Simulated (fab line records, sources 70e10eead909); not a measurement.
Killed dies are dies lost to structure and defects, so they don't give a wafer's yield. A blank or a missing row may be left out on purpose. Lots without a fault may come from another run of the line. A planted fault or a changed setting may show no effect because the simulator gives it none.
fab line records | flow nand_harc
record lots=11 wafers=33 last_day=33
route steps=1302 shown P_CONTACT@236 P_M0@261 END@1302
lots that met no fault: from a run of the same line without faults
start_h: hours from the record's first day to the start of the lot's first wafer shown | wait_h: hours since the lot's step before | " the same as in the row above | L1.1+2: a row that stands for several wafers | - no value, or no start given | * or withheld: withheld | < > ~ a bound
route shown NAME@n: a module of which the file shows steps, and the number in the route of the first | usual: mean/standard deviation of fault-free wafers | same: alike in all rows | chamber/n: place in a boat | sites: the reading at each site | _std_site: their standard deviation | _edge_site: outer sites' mean less inner sites' | radius_mm: how far each site lies from the wafer's centre | mask NAME#n: copy n | behind: the tool/chamber that last shaped the wafer | hold: why the lot was held/for how many hours/how that ended | device: the transistor (n, p or np) that didn't switch | end of line: the same wafers' tests at the end of the route | a step without rows: its recipe alone | killed: dies lost to structure and defects at the first sort, not the wafer's yield | map: a wafer's dies, x killed, . not, _ none there
set.NAME: the setting as run; set.NAME@STEP: as run at that earlier step | model.NAME: the simulator's own value behind a step, which no gauge read
steps of the route over a sample of lots; a table a step, a row a wafer
services: from which hour (start_h, from the record's first day; less than 0 if before it) a tool's chamber was out of use, for how many hours, and why
## steps
# step NHARC_P_CONTACT_ETCH_35
# recipe target_depth_a=390 over_etch_frac=0.3 time_s=65 ion_energy_ev=80 cf4_flow_sccm=150 ar_flow_sccm=0 rf_w=300 bias_w=100 chemistry=CF4
# usual drypump_motor_current_A=5.6/0.41 oes_product_au=1.009/0.011 rf_vpp_V=151.1/1.1 showerhead_plenum_p_Torr=1.76/0.061 throttle_valve_pct=13.285/0.0091
# same time_s=65
# columns lot.wafer tool chamber start_h wait_h drypump_motor_current_A oes_product_au rf_hours_counter_h rf_vpp_V showerhead_plenum_p_Torr throttle_valve_pct
L211.2 rie_diel-04 1 174.17 0.1 5.8 1.005 7.8 150.8 1.74 13.272
L211.4 " 2 " " 5.0 0.993 7.6 152.0 1.82 13.299
L211.5 " 0 " " 6.0 1.031 - 150.3 1.73 13.291
L214.1 rie_diel-13 2 202.10 0.1 6.2 0.982 0.6 151.3 1.84 13.280
L214.4 " 3 " " 6.0 0.992 0.7 150.0 1.70 13.302
L214.5 " 0 " " 5.8 1.003 - 151.8 1.70 13.278
L215.1 rie_diel-04 1 216.43 0.1 5.8 1.018 1.3 150.7 1.74 13.276
L215.2 " 3 " " 4.9 1.013 0.9 150.9 1.76 13.279
L215.6 " 0 " " 6.0 1.013 - 148.4 1.73 13.306
L217.4 rie_diel-04 0 232.63 0.1 6.0 1.020 2.9 150.1 1.73 13.283
L217.1 " 2 " " 5.0 0.993 2.8 151.7 1.82 13.296
L217.5 " 3 " " 4.9 1.013 - 151.0 1.76 13.297
L219.1 rie_diel-04 2 242.45 0.1 5.0 0.986 3.3 152.5 1.82 13.282
L219.2 " 3 " " 4.9 1.017 3.4 151.5 1.76 13.287
L219.3 " 1 " " 5.7 1.021 3.4 150.3 1.74 13.297
L221.1 rie_diel-04 0 271.04 0.1 6.0 1.018 5.0 151.0 1.73 13.298
L221.3 " 1 " " 5.7 1.009 5.5 150.5 1.74 13.291
L221.2 " 3 " " 4.9 1.013 5.0 150.3 1.76 13.284
L224.1 rie_diel-13 0 298.39 0.1 5.8 1.014 3.0 153.1 1.70 13.283
L224.2 " 1 " " 5.2 1.032 3.0 153.5 1.87 13.278
L224.4 " 2 " " 6.2 0.989 2.8 152.6 1.84 13.297
L226.1 rie_diel-13 3 322.27 0.1 6.1 1.004 3.5 150.5 1.70 13.288
L226.5 " 3 " " 6.1 1.002 - 148.4 1.70 13.284
L226.4 " 0 " " 5.8 1.013 - 150.3 1.70 13.278
L227.1 rie_diel-13 0 324.89 0.1 5.8 1.019 4.3 150.3 1.70 13.275
L227.3 " 1 " " 5.2 1.020 - 151.6 1.87 13.276
L227.4 " 0 " " 5.8 1.017 - 150.5 1.70 13.271
L228.1 rie_diel-05 3 337.31 0.1 5.5 1.016 2.3 150.3 1.79 13.284
L228.2 " 1 " " 5.6 1.007 2.1 151.1 1.75 13.283
L228.3 " 2 " " 5.7 1.013 2.2 150.7 1.66 13.284
L229.1 rie_diel-05 2 344.29 0.1 5.7 1.003 2.6 150.2 1.66 13.295
L229.5 " 0 " " 5.5 1.016 - 150.1 1.69 13.283
L229.6 " 1 " " 5.6 1.008 - 150.1 1.75 13.288
# step NHARC_P_CONTACT_ETCH_36
# recipe target_depth_a=2600 over_etch_frac=0.25 time_s=406.25 ion_energy_ev=200 n2_flow_sccm=150 h2_flow_sccm=150 ar_flow_sccm=0 rf_w=400 bias_w=150 chemistry=N2/H2
# usual drypump_motor_current_A=5.6/0.42 oes_product_au=1.008/0.013 rf_vpp_V=430.1/2.5 showerhead_plenum_p_Torr=2.03/0.079 throttle_valve_pct=14.171/0.0097
# same time_s=406.25
# columns lot.wafer tool chamber start_h wait_h drypump_motor_current_A oes_product_au rf_hours_counter_h rf_vpp_V showerhead_plenum_p_Torr throttle_valve_pct
L211.2 rie_diel-04 1 - - 5.8 1.002 7.9 431.2 2.01 14.159
L211.4 " 2 " " 5.0 0.990 7.7 432.1 2.10 14.174
L211.5 " 0 " " 6.0 1.024 - 429.3 1.99 14.174
L214.4 rie_diel-13 1 - - 5.2 1.007 0.6 434.5 2.17 14.168
L214.1 " 0 " " 5.8 1.003 0.7 427.2 1.95 14.177
L214.5 " 2 " " 6.2 0.988 - 433.9 2.13 14.182
L215.2 rie_diel-04 2 - - 5.0 0.987 1.0 433.5 2.10 14.160
L215.1 " 1 " " 5.7 1.022 1.4 429.3 2.01 14.175
L215.6 " 2 " " 5.0 0.996 - 432.0 2.10 14.165
L217.4 rie_diel-04 3 - - 4.9 1.011 2.8 430.5 2.03 14.171
L217.1 " 2 " " 5.0 0.987 2.9 432.2 2.10 14.178
L217.5 " 3 " " 4.9 1.012 - 431.3 2.03 14.171
L219.1 rie_diel-04 1 - - 5.8 1.029 3.5 429.3 2.01 14.163
L219.3 " 3 " " 4.9 1.016 3.4 430.2 2.03 14.160
L219.2 " 0 " " 6.0 1.017 3.5 429.3 1.99 14.159
L221.2 rie_diel-04 1 - - 5.8 1.013 5.6 428.6 2.01 14.170
L221.3 " 2 " " 5.0 0.992 5.5 431.3 2.10 14.164
L221.1 " 0 " " 6.0 1.026 5.1 429.7 1.99 14.169
L224.1 rie_diel-13 1 - - 5.2 1.025 3.1 434.2 2.17 14.184
L224.4 " 2 " " 6.2 0.993 2.9 434.0 2.13 14.163
L224.2 " 3 " " 6.1 1.012 2.9 428.5 1.95 14.182
L226.1 rie_diel-13 3 - - 6.1 1.016 3.6 428.3 1.95 14.153
L226.4 " 1 " " 5.2 1.025 - 434.2 2.17 14.157
L226.5 " 0 " " 5.8 1.017 - 428.7 1.95 14.160
L227.1 rie_diel-13 1 325.01 0.1 5.2 1.021 4.6 433.8 2.17 14.181
L227.4 " 1 " " 5.2 1.018 - 433.7 2.16 14.176
L227.3 " 0 " " 5.8 1.006 - 427.6 1.95 14.175
L228.2 rie_diel-05 0 - - 5.5 0.997 2.3 428.4 1.95 14.154
L228.1 " 1 " " 5.6 1.001 2.2 430.5 2.02 14.179
L228.3 " 3 " " 5.5 1.010 2.4 432.8 2.06 14.168
L229.1 rie_diel-05 2 - - 5.7 1.007 2.6 426.8 1.90 14.164
L229.5 " 1 " " 5.6 1.008 - 430.9 2.02 14.164
L229.6 " 2 " " 5.7 1.005 - 425.5 1.90 14.186
# step NHARC_P_CONTACT_STRIP_28
# recipe o2_flow_sccm=500 ar_flow_sccm=0 bias_w=0 chemistry=O2
# usual drypump_motor_current_A=5.6/0.42 oes_product_au=1.006/0.013 rf_vpp_V=57.8/0.84 showerhead_plenum_p_Torr=3.52/0.13 throttle_valve_pct=17.035/0.0084
# columns lot.wafer tool chamber start_h wait_h drypump_motor_current_A oes_product_au rf_hours_counter_h rf_vpp_V showerhead_plenum_p_Torr throttle_valve_pct
L211.4 rie_diel-05 2 175.02 0.1 5.8 1.025 2.3 56.9 3.32 17.028
L211.2 " 1 " " 5.6 1.013 2.5 57.7 3.50 17.042
L211.5 " 3 " " 5.5 0.993 - 57.1 3.57 17.026
L214.4 rie_diel-04 3 202.96 0.1 4.9 1.016 0.4 58.2 3.51 17.023
L214.1 " 0 " " 6.0 1.026 0.5 57.8 3.45 17.024
L214.5 " 2 " " 5.0 0.992 - 57.0 3.63 17.026
L215.2 rie_diel-13 0 217.29 0.1 5.8 1.001 1.1 56.3 3.39 17.039
L215.1 " 3 " " 6.1 0.991 1.2 56.2 3.39 17.022
L215.6 " 0 " " 5.8 1.001 - 56.4 3.39 17.042
L217.4 rie_diel-13 0 233.49 0.1 5.8 1.034 1.9 57.7 3.39 17.018
L217.1 " 2 " " 6.2 1.002 1.8 57.5 3.67 17.050
L217.5 " 1 " " 5.2 1.016 - 58.7 3.73 17.022
L219.2 rie_diel-13 3 243.33 0.1 6.1 1.016 2.1 57.4 3.39 17.040
L219.1 " 0 " " 5.8 1.000 2.1 57.6 3.39 17.037
L219.3 " 1 " " 5.2 0.999 2.0 57.5 3.73 17.029
L221.2 rie_diel-05 3 271.92 0.1 5.6 1.009 1.0 57.4 3.57 17.036
L221.1 " 0 " " 5.5 1.022 0.9 59.2 3.38 17.051
L221.3 " 1 " " 5.6 1.008 0.8 57.2 3.50 17.021
L224.2 rie_diel-05 3 299.25 0.1 5.5 1.012 1.8 58.1 3.57 17.031
L224.4 " 1 " " 5.6 1.013 1.7 57.5 3.50 17.032
L224.1 " 2 " " 5.7 1.005 1.7 56.7 3.32 17.030
L226.1 rie_diel-05 2 323.26 0.1 5.7 0.995 2.0 58.3 3.32 17.034
L226.4 " 3 " " 5.5 1.026 2.1 58.2 3.57 17.037
L226.5 " 2 " " 5.7 1.007 - 57.4 3.32 17.030
L227.3 rie_diel-04 0 326.01 0.1 6.0 1.011 7.6 57.6 3.45 17.037
L227.4 " 1 " " 5.8 1.013 8.1 57.3 3.47 17.022
L227.1 " 3 " " 4.9 1.011 7.6 57.8 3.50 17.022
L228.1 rie_diel-13 0 338.17 0.1 5.8 1.011 5.2 58.6 3.39 17.040
L228.2 " 2 " " 6.2 0.999 4.2 58.1 3.67 17.036
L228.3 " 3 " " 6.1 1.014 4.0 58.1 3.39 17.029
L229.1 rie_diel-04 3 345.17 0.1 4.9 1.018 9.2 58.5 3.50 17.042
L229.6 " 1 " " 5.8 1.009 - 55.7 3.47 17.037
L229.5 " 2 " " 5.0 0.994 - 58.3 3.62 17.027
# step NHARC_P_M0_PEB_07
# recipe peb_temp_c=100 peb_time_s=65
# columns lot.wafer tool chamber start_h wait_h
L211.2+4+5 litho_track-01 0 177.86 0.1
L214.1+4+5 litho_track-06 0 205.77 0.1
L215.1+2+6 litho_track-01 0 220.24 0.1
L217.1+4+5 litho_track-01 0 237.10 0.1
L219.1+2+3 litho_track-06 0 246.14 0.1
L221.1+2+3 litho_track-06 0 275.94 0.1
L224.1+2+4 litho_track-04 0 302.19 0.1
L226.1+4+5 litho_track-06 0 329.00 0.1
L227.1+3+4 litho_track-01 0 329.03 0.1
L228.1+2+3 litho_track-01 0 341.13 0.1
L229.1+5+6 litho_track-04 0 348.11 0.1
# step NHARC_P_M0_CD_MEAS_09
# recipe target_cd_nm=90 landing_energy_ev=500
# usual cd_nm=89.6/0.7
# columns lot.wafer tool chamber start_h wait_h cd_nm
L211.2 cd_sem-02 0 177.95 - 89.9
L211.4 " 0 " " 90.7
L211.5 " 0 " " 90.9
L214.1 cd_sem-02 0 205.85 - 90.0
L214.4 " 0 " " 89.4
L214.5 " 0 " " 89.0
L215.1 cd_sem-03 0 220.32 - 89.9
L215.2 " 0 " " 89.8
L215.6 " 0 " " 90.5
L217.1 cd_sem-01 0 237.18 - 89.7
L217.4 " 0 " " 92.3
L217.5 " 0 " " 92.1
L219.1 cd_sem-02 0 246.22 - 89.6
L219.2 " 0 " " 89.3
L219.3 " 0 " " 89.4
L221.1 cd_sem-02 0 276.02 - 88.5
L221.2 " 0 " " 89.3
L221.3 " 0 " " 90.1
L224.1 cd_sem-03 0 302.27 - 90.3
L224.2 " 0 " " 89.7
L224.4 " 0 " " 90.0
L226.1 cd_sem-03 0 329.08 - 89.7
L226.4 " 0 " " 88.0
L226.5 " 0 " " 89.3
L227.1 cd_sem-01 0 329.11 - 90.0
L227.3 " 0 " " 90.4
L227.4 " 0 " " 89.4
L228.1 cd_sem-01 0 341.21 - 89.7
L228.2 " 0 " " 89.6
L228.3 " 0 " " 90.5
L229.1 cd_sem-01 0 348.19 - 89.5
L229.5 " 0 " " 91.1
L229.6 " 0 " " 88.8
# step NHARC_END_SORT_01
# recipe temp_c=25
# usual defect_limited_yield=91/3.1 killed_at_array=59/21 killed_at_other=1.0/1.1 killed_at_periphery=4.0/2.6 killed_dies=64/21 killed_open=3.2/1.7 killed_short=2.5/1.5
# same gross_dies=677
# columns lot.wafer tool chamber start_h wait_h defect_limited_yield[%] killed_at_array killed_at_other killed_at_periphery killed_dies killed_open killed_short
L217.1 prober-01 0 673.40 2.5 95 33 1 3 37 4 3
L217.4 prober-01 0 675.79 3.4 94 35 1 3 39 4 1
L217.5 prober-01 0 676.59 3.7 94 38 0 2 40 4 2
L224.1 prober-01 0 752.22 2.5 90 59 1 5 65 6 2
L224.2 prober-01 0 753.00 2.7 90 59 1 6 66 4 1
L224.4 prober-01 0 754.57 3.3 91 57 0 3 60 5 6
L226.1 prober-02 0 774.18 2.5 94 39 0 5 44 4 1
L226.4 prober-02 0 776.58 3.4 92 46 4 3 53 4 1
L226.5 prober-02 0 777.39 3.7 93 47 1 2 50 3 1
L227.1 prober-01 0 774.19 2.5 90 61 1 8 70 3 5
L227.3 prober-01 0 775.78 3.1 91 59 0 4 63 3 2
L227.4 prober-01 0 776.58 3.4 90 62 1 5 68 6 1
L228.1 prober-02 0 782.00 2.5 91 51 0 8 59 3 6
L228.2 prober-02 0 782.81 2.8 92 47 0 4 51 3 1
L228.3 prober-02 0 783.62 3.1 91 51 0 10 61 5 1
# killed by level:class
L217.1 A_CHANNEL_HOLE_D2:chamber_film_flake=13 A_CHANNEL_HOLE_D1:chamber_film_flake=5 A_SLIT:chamber_film_flake=3 P_ZERO_WELL:chamber_film_flake=2 A_DECK1_JOINT:chamber_film_flake=2 A_WL_FILL:chamber_film_flake=2 P_GATE:geometric_particle:open=1 A_ONON_D1:geometric_particle:open=1
L217.4 A_CHANNEL_HOLE_D2:chamber_film_flake=18 A_CHANNEL_HOLE_D1:chamber_film_flake=6 A_BLC:geometric_particle:open=2 P_ZERO_WELL:chamber_film_flake=2 A_SLIT:chamber_film_flake=2 P_CONTACT:geometric_particle:open=1 A_CHANNEL_HOLE_D2:geometric_particle:open=1 A_M1:geometric_particle:short=1
L217.5 A_CHANNEL_HOLE_D2:chamber_film_flake=21 A_CHANNEL_HOLE_D1:chamber_film_flake=4 A_CONTACT:chamber_film_flake=4 A_SLIT:chamber_film_flake=3 A_CHANNEL_HOLE_D2:geometric_particle:short=2 P_CONTACT:geometric_particle:open=1 P_M0:geometric_particle:open=1 A_DECK1_JOINT:geometric_particle:open=1
L224.1 A_CHANNEL_HOLE_D2:chamber_film_flake=23 A_CHANNEL_HOLE_D1:chamber_film_flake=15 A_CONTACT:chamber_film_flake=6 A_SLIT:chamber_film_flake=4 A_CHANNEL_FILL_D1:geometric_particle:open=2 P_STI:chamber_film_flake=2 A_WL_FILL:chamber_film_flake=2 P_CONTACT:geometric_particle:open=1
L224.2 A_CHANNEL_HOLE_D2:chamber_film_flake=25 A_CHANNEL_HOLE_D1:chamber_film_flake=18 A_SLIT:chamber_film_flake=7 A_CONTACT:chamber_film_flake=5 P_M1:chamber_film_flake=3 P_GATE:geometric_particle:open=1 P_CONTACT:geometric_particle:open=1 A_ONON_D2:geometric_particle:open=1
L224.4 A_CHANNEL_HOLE_D2:chamber_film_flake=22 A_CHANNEL_HOLE_D1:chamber_film_flake=11 A_SLIT:chamber_film_flake=6 A_CONTACT:chamber_film_flake=3 A_M0:geometric_particle:open=2 P_M1:chamber_film_flake=2 A_STAIRCASE:chamber_film_flake=2 P_M0:geometric_particle:open=1
L226.1 A_SLIT:chamber_film_flake=30 A_CONTACT:chamber_film_flake=4 A_CHANNEL_HOLE_D2:chamber_film_flake=2 P_STI:geometric_particle:short=1 P_M0:geometric_particle:open=1 P_M1:geometric_particle:open=1 A_ONON_D1:geometric_particle:open=1 A_CHANNEL_FILL_D1:geometric_particle:open=1
L227.1 A_CHANNEL_HOLE_D2:chamber_film_flake=21 A_CHANNEL_HOLE_D1:chamber_film_flake=12 A_SLIT:chamber_film_flake=10 A_CONTACT:chamber_film_flake=9 P_GATE:chamber_film_flake=3 A_CHANNEL_FILL_D1:geometric_particle:short=2 P_M0:chamber_film_flake=2 A_STAIRCASE:chamber_film_flake=2
L227.3 A_CHANNEL_HOLE_D2:chamber_film_flake=23 A_CHANNEL_HOLE_D1:chamber_film_flake=17 A_SLIT:chamber_film_flake=7 A_CONTACT:chamber_film_flake=4 A_CHANNEL_FILL_D2:geometric_particle:open=2 P_M0:chamber_film_flake=2 A_STAIRCASE:chamber_film_flake=2 A_DECK1_JOINT:geometric_particle:short=1
L227.4 A_CHANNEL_HOLE_D2:chamber_film_flake=25 A_CHANNEL_HOLE_D1:chamber_film_flake=17 A_CONTACT:chamber_film_flake=7 A_SLIT:chamber_film_flake=4 A_STAIRCASE:chamber_film_flake=3 P_CONTACT:geometric_particle:open=2 A_CHANNEL_HOLE_D1:geometric_particle:open=1 A_CHANNEL_FILL_D1:geometric_particle:open=1
L226.4 A_SLIT:chamber_film_flake=33 A_STAIRCASE:chamber_film_flake=7 A_CONTACT:chamber_film_flake=3 THIN_TSV:chamber_film_flake=3 P_CONTACT:geometric_particle:short=1 P_M0:geometric_particle:open=1 A_SOURCE_PLATE:geometric_particle:open=1 A_CHANNEL_HOLE_D2:geometric_particle:open=1
L226.5 A_SLIT:chamber_film_flake=34 A_CHANNEL_FILL_D1:chamber_film_flake=3 A_CHANNEL_HOLE_D1:chamber_film_flake=2 A_STAIRCASE:chamber_film_flake=2 A_CONTACT:chamber_film_flake=2 P_GATE:geometric_particle:open=1 A_SGD_CUT:geometric_particle:open=1 A_WL_FILL:geometric_particle:short=1
L228.1 A_SLIT:chamber_film_flake=34 A_STAIRCASE:chamber_film_flake=6 P_M0:chamber_film_flake=3 P_CONTACT:geometric_particle:short=2 A_ONON_D1:geometric_particle:open=2 A_CHANNEL_FILL_D1:geometric_particle:short=2 A_ONON_D2:geometric_particle:short=2 P_GATE:chamber_film_flake=2
L228.2 A_SLIT:chamber_film_flake=32 A_STAIRCASE:chamber_film_flake=4 A_CHANNEL_HOLE_D2:chamber_film_flake=3 A_CONTACT:chamber_film_flake=3 A_ZERO_WELL:chamber_film_flake=2 P_CONTACT:geometric_particle:short=1 P_M2:geometric_particle:open=1 A_ONON_D1:geometric_particle:open=1
L228.3 A_SLIT:chamber_film_flake=36 P_GATE:chamber_film_flake=4 A_STAIRCASE:chamber_film_flake=4 P_ZERO_WELL:chamber_film_flake=2 P_STI:chamber_film_flake=2 A_ZERO_WELL:chamber_film_flake=2 A_CONTACT:chamber_film_flake=2 P_CONTACT:geometric_particle:open=1
## services
# columns tool chamber start_h hours kind
rie_diel-05 1 152.08 1.4 repair
litho_track-01 - 155.00 7.0 pm
rie_diel-04 0 156.97 - clean
rie_diel-04 1 156.97 - clean
rie_diel-04 2 156.97 - clean
rie_diel-04 3 156.97 - clean
rie_diel-13 - 165.01 9.0 pm
rie_diel-04 - 177.90 9.0 pm
rie_diel-04 0 177.90 9.0 vent_cycle
litho_track-06 - 179.00 7.0 pm
litho_track-04 - 203.00 7.0 pm
rie_diel-05 3 217.24 4.4 repair
rie_diel-05 - 229.60 9.0 pm
rie_diel-04 2 250.81 3.6 repair
rie_diel-13 - 259.32 0.2 repair
rie_diel-05 1 299.78 3.2 repair
rie_diel-05 3 302.66 5.4 repair
rie_diel-04 2 308.22 9.9 repair
rie_diel-13 2 315.50 9.8 repair
rie_diel-13 3 324.55 11.4 repair
litho_track-01 - 330.00 7.0 pm
rie_diel-04 1 331.78 1.3 repair
rie_diel-13 - 342.01 9.0 pm
rie_diel-05 2 347.69 13.8 repair
## key
first_sign step=NHARC_P_M0_CD_MEAS_09 reading=cd_nm direction=up sigmas=3.7 usual=89.6 struck=92.2
effect none on later readings
met_at NHARC_P_M0_PEB_07
struck_lots L217
struck_wafers L217.4,L217.5
not_acting_at NHARC_P_CONTACT_ETCH_35,NHARC_P_CONTACT_ETCH_36,NHARC_P_CONTACT_STRIP_28
onset_between 220.24 237.10
fault kind=process_parameter_drift tool=litho_track-01 chamber=- onset_h=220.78 steps=NHARC_P_M0_PEB_07 channel=peb_time_s offset=* shape=step end_h=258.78 scope=struck_wafers_only acts_in=* stated=*
